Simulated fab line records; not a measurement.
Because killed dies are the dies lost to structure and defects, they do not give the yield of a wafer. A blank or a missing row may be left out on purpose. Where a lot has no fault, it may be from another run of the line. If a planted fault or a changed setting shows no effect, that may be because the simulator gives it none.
Split-lot experiment :: flow n5 finfet :: 21 wafers read from 7 lots, route of 1938 steps

SPLIT DETAILS
At N5_BEOL_M14_COAT_66 (time 60 s, resist thk 110 nm), the setting spin rpm was moved away from the recipe's 1500 rpm on 6 of the 21 wafers read, by -10.2% to +11.0%. This setting was run at the recipe's value on the other wafers.

The reading comes from the split's own step.

THE READING
SiARC_of_BEOL_M14_COAT_66.thk nm (the simulator's own value, which no gauge read), in nm, at N5_BEOL_M14_COAT_66 (time 60 s, resist thk 110 nm). No usual value for it is given in the file. Across the 15 wafers here that went through the recipe, the average is 110.2 nm and the standard deviation 0.49 nm.

wafer: L074.1
tool, chamber at the split: litho track-03, 0
spin rpm as run, rpm: 1500
against the recipe: recipe
SiARC_of_BEOL_M14_COAT_66.thk nm, nm: 110.8
against lot-mates on the recipe: -

wafer: L074.2
tool, chamber at the split: litho track-03, 0
spin rpm as run, rpm: 1500
against the recipe: recipe
SiARC_of_BEOL_M14_COAT_66.thk nm, nm: 110.8
against lot-mates on the recipe: -

wafer: L074.3
tool, chamber at the split: litho track-03, 0
spin rpm as run, rpm: 1500
against the recipe: recipe
SiARC_of_BEOL_M14_COAT_66.thk nm, nm: 110.8
against lot-mates on the recipe: -

wafer: L076.1
tool, chamber at the split: litho track-03, 0
spin rpm as run, rpm: 1500
against the recipe: recipe
SiARC_of_BEOL_M14_COAT_66.thk nm, nm: 110.2
against lot-mates on the recipe: -

wafer: L076.2
tool, chamber at the split: litho track-03, 0
spin rpm as run, rpm: 1665
against the recipe: +11.0%
SiARC_of_BEOL_M14_COAT_66.thk nm, nm: 104
against lot-mates on the recipe: -6.2

wafer: L076.6
tool, chamber at the split: litho track-03, 0
spin rpm as run, rpm: 1665
against the recipe: +11.0%
SiARC_of_BEOL_M14_COAT_66.thk nm, nm: 104.2
against lot-mates on the recipe: -6.0

wafer: L083.3
tool, chamber at the split: litho track-04, 0
spin rpm as run, rpm: 1500
against the recipe: recipe
SiARC_of_BEOL_M14_COAT_66.thk nm, nm: 109.6
against lot-mates on the recipe: -

wafer: L083.4
tool, chamber at the split: litho track-04, 0
spin rpm as run, rpm: 1500
against the recipe: recipe
SiARC_of_BEOL_M14_COAT_66.thk nm, nm: 109.4
against lot-mates on the recipe: -

wafer: L083.5
tool, chamber at the split: litho track-04, 0
spin rpm as run, rpm: 1500
against the recipe: recipe
SiARC_of_BEOL_M14_COAT_66.thk nm, nm: 110.2
against lot-mates on the recipe: -

wafer: L089.1
tool, chamber at the split: litho track-05, 0
spin rpm as run, rpm: 1500
against the recipe: recipe
SiARC_of_BEOL_M14_COAT_66.thk nm, nm: 110
against lot-mates on the recipe: -

wafer: L089.4
tool, chamber at the split: litho track-05, 0
spin rpm as run, rpm: 1500
against the recipe: recipe
SiARC_of_BEOL_M14_COAT_66.thk nm, nm: 109.8
against lot-mates on the recipe: -

wafer: L089.5
tool, chamber at the split: litho track-05, 0
spin rpm as run, rpm: 1500
against the recipe: recipe
SiARC_of_BEOL_M14_COAT_66.thk nm, nm: 109.6
against lot-mates on the recipe: -

wafer: L092.1
tool, chamber at the split: litho track-04, 0
spin rpm as run, rpm: 1500
against the recipe: recipe
SiARC_of_BEOL_M14_COAT_66.thk nm, nm: 110.6
against lot-mates on the recipe: -

wafer: L092.4
tool, chamber at the split: litho track-04, 0
spin rpm as run, rpm: 1500
against the recipe: recipe
SiARC_of_BEOL_M14_COAT_66.thk nm, nm: 110.2
against lot-mates on the recipe: -

wafer: L092.6
tool, chamber at the split: litho track-04, 0
spin rpm as run, rpm: 1347
against the recipe: -10.2%
SiARC_of_BEOL_M14_COAT_66.thk nm, nm: 116.8
against lot-mates on the recipe: +6.4

wafer: L095.1
tool, chamber at the split: litho track-03, 0
spin rpm as run, rpm: 1500
against the recipe: recipe
SiARC_of_BEOL_M14_COAT_66.thk nm, nm: 111
against lot-mates on the recipe: -

wafer: L095.3
tool, chamber at the split: litho track-03, 0
spin rpm as run, rpm: 1500
against the recipe: recipe
SiARC_of_BEOL_M14_COAT_66.thk nm, nm: 110.6
against lot-mates on the recipe: -

wafer: L095.4
tool, chamber at the split: litho track-03, 0
spin rpm as run, rpm: 1443
against the recipe: -3.8%
SiARC_of_BEOL_M14_COAT_66.thk nm, nm: 112.6
against lot-mates on the recipe: +1.8

wafer: L096.2
tool, chamber at the split: litho track-05, 0
spin rpm as run, rpm: 1426
against the recipe: -4.9%
SiARC_of_BEOL_M14_COAT_66.thk nm, nm: 112.6
against lot-mates on the recipe: +2.6

wafer: L096.4
tool, chamber at the split: litho track-05, 0
spin rpm as run, rpm: 1500
against the recipe: recipe
SiARC_of_BEOL_M14_COAT_66.thk nm, nm: 110
against lot-mates on the recipe: -

wafer: L096.5
tool, chamber at the split: litho track-05, 0
spin rpm as run, rpm: 1426
against the recipe: -4.9%
SiARC_of_BEOL_M14_COAT_66.thk nm, nm: 112.8
against lot-mates on the recipe: +2.8

FIT RESULTS
A straight line over all 21 wafers: SiARC_of_BEOL_M14_COAT_66.thk nm changes by -0.575 nm for each +1% of spin rpm; r = -0.98; the points scatter about the line by 0.49 nm.
The same after taking each lot's own level away (the mean of its wafers on the recipe; 21 wafers): -0.569 nm for each +1%; r = -1.00; scatter 0.25 nm.
The reading moves by 6.3 nm for the largest change in spin rpm, on that fit.
Measured against the standard deviation above, the lots' own levels, which go from 109.73 to 110.80 nm, span 2.2 times it.
The two slopes are in agreement: the lot-to-lot level therefore moves the slope only a little.
Check: with one of the wafers moved furthest among these (+11.0%) left out of the fit, the line predicts -6.27 nm for it against its lot-mates. Against them it came out at -6.2 nm.

OTHER SPLITS APPLIED TO THESE WAFERS
Other splits were also applied to these wafers ahead of the reading. Each is held against what the fit with the lots' levels taken away leaves over:
other split on the same wafers: N5_BEOL_M13_ILD_DEP_00 time s
wafers away from the commonest value: 7
r with SiARC_of_BEOL_M14_COAT_66.thk nm (lot level and that fit taken away): -0.01

other split on the same wafers: N5_BEOL_M13_DEP_53 time s
wafers away from the commonest value: 6
r with SiARC_of_BEOL_M14_COAT_66.thk nm (lot level and that fit taken away): +0.41

other split on the same wafers: N5_BEOL_M14_EXPOSE_07 dose mj
wafers away from the commonest value: 10
r with SiARC_of_BEOL_M14_COAT_66.thk nm (lot level and that fit taken away): +0.04

FILE'S OWN FIT
SiARC_of_BEOL_M14_COAT_66.thk nm changes by -0.578 nm for each +1% of spin rpm, r = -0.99.
